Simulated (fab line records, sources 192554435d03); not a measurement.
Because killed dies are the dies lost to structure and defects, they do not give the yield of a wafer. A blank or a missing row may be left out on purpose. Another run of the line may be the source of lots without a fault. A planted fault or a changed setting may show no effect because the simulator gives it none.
Which tool did it? -- flow n5-finfet -- Sampling: 11 lots, 31 wafers, 6 of 1938 route steps

WHAT THE GAUGES READ, wafer by wafer
N5_START_INSPECT_01: inspects for defects (unpatterned scan).
lot,measured,on,raw-defect-count
L259,day 1 12:02,defect-inspect-02,11 7 3
L260,day 1 18:02,defect-inspect-01,7 3 10
L262,day 2 06:02,defect-inspect-01,3 7 4
L267,day 3 12:02,defect-inspect-01,5 4 7
L268,day 3 18:02,defect-inspect-01,9 3
L270,day 4 06:02,defect-inspect-02,6 6
L275,day 5 12:02,defect-inspect-01,3 5 8
L276,day 5 18:02,defect-inspect-01,6 4 5
L279,day 6 12:02,defect-inspect-02,6 5 6
L281,day 7 00:02,defect-inspect-01,2 6 9
L282,day 7 06:02,defect-inspect-01,10 6 3

N5_WELL_APT_CD_MEAS_25 targets a cd of 200 nm.
lot,measured,on,cd-nm (nm)
L259,day 1 15:16,cd-sem-01,202.2 199.7 201.7
L260,day 1 20:50,cd-sem-03,195.3 201.8 200.6
L262,day 2 09:07,cd-sem-01,200.4 201.0 202.5
L267,day 3 16:01,cd-sem-02,175.2 176.4 201.3
L268,day 3 21:01,cd-sem-01,173.8 175.8
L270,day 4 08:51,cd-sem-03,176.7 200.6
L275,day 5 15:48,cd-sem-01,199.4 199.9 197.7
L276,day 5 21:13,cd-sem-01,200.3 197.3 200.4
L279,day 6 14:58,cd-sem-03,200.0 194.4 194.6
L281,day 7 03:29,cd-sem-02,201.4 202.0 200.9
L282,day 7 09:29,cd-sem-03,198.8 201.0 202.8

N5_WELL_APT_OVL_MEAS_26.
lot,measured,on,PWELL_OVL (nm)
L259,day 1 15:18,overlay-02,8 7 9
L260,day 1 20:52,overlay-01,4 8 10
L262,day 2 09:08,overlay-02,1 -4 -2
L267,day 3 16:02,overlay-01,11 7 14
L268,day 3 21:03,overlay-01,3 -3
L270,day 4 08:53,overlay-02,-2 -3
L275,day 5 15:50,overlay-02,2 -2 5
L276,day 5 21:14,overlay-02,3 -3 2
L279,day 6 15:00,overlay-01,-3 0 2
L281,day 7 03:31,overlay-01,3 2 1
L282,day 7 09:31,overlay-01,5 10 7

N5_PMOS_HMC_CHANNEL_EPI_OVL_MEAS_10.
lot,measured,on,PMOS_HMC_BLK_OVL (nm)
L259,day 1 17:28,overlay-02,-0.5 -0.3 0.3
L260,day 1 23:04,overlay-01,-0.6 -1.3 -1.3
L262,day 2 11:19,overlay-02,0.5 -0.2 -0.2
L267,day 3 19:03,overlay-01,0.0 0.6 -0.7
L268,day 3 23:13,overlay-02,0.1 -1.0
L270,day 4 11:23,overlay-01,-0.2 0.9
L275,day 5 18:34,overlay-02,-0.2 -1.2 -0.9
L276,day 5 23:53,overlay-01,-1.0 -1.9 -0.5
L279,day 6 17:38,overlay-02,0.4 -1.1 -0.2
L281,day 7 06:05,overlay-01,0.2 -0.3 -0.2
L282,day 7 11:41,overlay-01,-1.3 -1.1 -1.8

N5_BEOL_M4_RC_MEAS_101.
lot,measured,on,DIBL_N (mV/V),DIBL_P (mV/V),IOFF_N (nA/um),IOFF_P (nA/um),ION_N (uA/um),ION_P (uA/um),SS_N (mV/dec),SS_P (mV/dec),VT_N (mV),VT_P (mV)
L259,day 8 12:22,prober-02,34.5 35.0 35.1,33.8 35.0 34.7,0.124 0.131 0.136,0.16 0.17 0.16,676 659 661,455 446 451,70.4 71.1 70.7,72.2 72.5 72.9,254.2 253.3 251.9,-256.0 -252.8 -257.8
L260,day 8 17:25,prober-02,36.5 34.5 34.4,35.3 33.6 33.3,0.129 0.114 0.112,0.19 0.18 0.17,654 672 666,452 470 462,71.4 71.0 70.8,73.9 72.9 72.3,254.5 254.6 254.9,-251.4 -251.4 -253.8
L262,day 8 19:07,prober-02,38.1 39.6 39.5,39.4 40.4 39.7,0.192 0.218 0.213,0.26 0.27 0.27,696 682 705,475 466 478,71.6 72.0 71.0,74.1 73.4 73.7,247.3 244.8 247.4,-244.9 -248.1 -247.3
L267,day 10 11:44,prober-01,38.1 35.3 37.7,38.0 34.2 37.6,0.178 0.125 0.177,0.22 0.17 0.21,688 671 690,468 459 464,71.8 71.0 71.1,73.3 72.6 73.1,247.4 253.8 247.6,-249.7 -253.8 -250.1
L268,day 11 00:58,prober-01,36.0 35.7,37.2 36.8,0.153 0.155,0.21 0.22,688 672,469 467,70.9 71.1,74.1 73.8,249.2 250.3,-248.9 -250.4
L270,day 10 21:57,prober-01,35.5 37.3,34.8 36.5,0.148 0.174,0.20 0.22,677 681,465 468,71.8 71.6,72.5 73.5,250.3 250.7,-251.6 -251.2
L275,day 12 15:49,prober-02,36.1 38.4 40.0,36.5 39.7 41.4,0.134 0.181 0.216,0.18 0.22 0.26,661 688 681,454 462 465,71.1 71.6 72.0,72.7 74.1 75.0,256.5 251.6 251.1,-253.1 -251.1 -249.7
L276,day 12 21:11,prober-01,35.9 37.4 35.4,37.6 38.4 37.0,0.158 0.185 0.133,0.19 0.20 0.17,682 674 658,463 457 456,71.7 71.9 71.7,73.3 74.1 73.5,251.3 250.6 255.4,-253.3 -255.3 -255.4
L279,day 13 15:59,prober-02,38.0 36.2 38.5,36.8 35.3 37.9,0.169 0.148 0.187,0.22 0.20 0.23,676 673 679,469 462 460,72.0 70.9 71.9,73.9 73.6 74.0,249.1 250.4 246.4,-247.3 -249.4 -247.4
L281,day 14 01:47,prober-01,34.4 33.3 32.8,35.1 33.1 33.0,0.149 0.118 0.119,0.19 0.15 0.16,682 661 674,466 450 462,71.6 71.0 70.4,73.0 72.6 72.9,252.9 255.5 251.2,-249.1 -255.7 -253.9
L282,day 13 23:31,prober-01,37.5 35.8 38.0,36.0 34.7 36.4,0.179 0.147 0.173,0.23 0.20 0.24,672 678 657,465 460 450,71.6 71.1 71.5,73.9 72.9 73.8,248.6 251.6 248.6,-246.8 -250.3 -252.1

WHAT TOOL EACH LOT RAN ON (gives the tool, then ch and the chambers of the sampled wafers, and finally the start)
lot,N5_WELL_APT_EXPOSE_22
L259,"krf-scanner-01 ch 0, day 1 15:07"
L260,"krf-scanner-01 ch 0, day 1 20:40"
L262,"krf-scanner-02 ch 0, day 2 08:56"
L267,"krf-scanner-01 ch 0, day 3 15:50"
L268,"krf-scanner-01 ch 0, day 3 20:50"
L270,"krf-scanner-01 ch 0, day 4 08:41"
L275,"krf-scanner-02 ch 0, day 5 15:38"
L276,"krf-scanner-02 ch 0, day 5 21:02"
L279,"krf-scanner-01 ch 0, day 6 14:48"
L281,"krf-scanner-02 ch 0, day 7 03:19"
L282,"krf-scanner-01 ch 0, day 7 09:19"
- N5_WELL_APT_EXPOSE_22: exposes mask PWELL, defocus 0 nm, target cd 200 nm.

AS READ BY THE TOOLS THEMSELVES (means over the sampled wafers that have a number; for cases with no such wafer, the mark the record gives instead)
The record holds no such reading with a usual standard deviation.

THE ANSWER, worked out from the rows above alone
Rule: the lots themselves supply what counts as usual. Put in order of their means at a reading, lots are off if they are a third of the lots or fewer, leave a main group of 4 or more, and stand apart from it by a gap of 3 or more times the standard deviation of the main group's means; of several such gaps the widest counts. The tables above print the reading to a certain number of digits; a main group whose means all agree to those digits is not used. A lot without any number at a reading at which 4 lots or more have one is off too. All remaining lots with rows at the step are treated as sound. The gauges are gone through in route order, then the tools' own readings, and for those a lot's mean is taken as printed above. At the first step where some lot is off, the reading lying furthest off is the one used; lots without a number count as furthest.
Off: L267, L268, L270 (N5_WELL_APT_CD_MEAS_25, cd-nm). The main group has a mean of 199.8 nm with a standard deviation of 1.6.
If a tool, at a process step before that reading, ran all the lots that are off and no sound lot after the first of them, it fits. Gauges at N5_WELL_APT_CD_MEAS_25: tried the same way as those tools. Not one of the candidates tried fits.

WHAT THE SIMULATOR PUT IN
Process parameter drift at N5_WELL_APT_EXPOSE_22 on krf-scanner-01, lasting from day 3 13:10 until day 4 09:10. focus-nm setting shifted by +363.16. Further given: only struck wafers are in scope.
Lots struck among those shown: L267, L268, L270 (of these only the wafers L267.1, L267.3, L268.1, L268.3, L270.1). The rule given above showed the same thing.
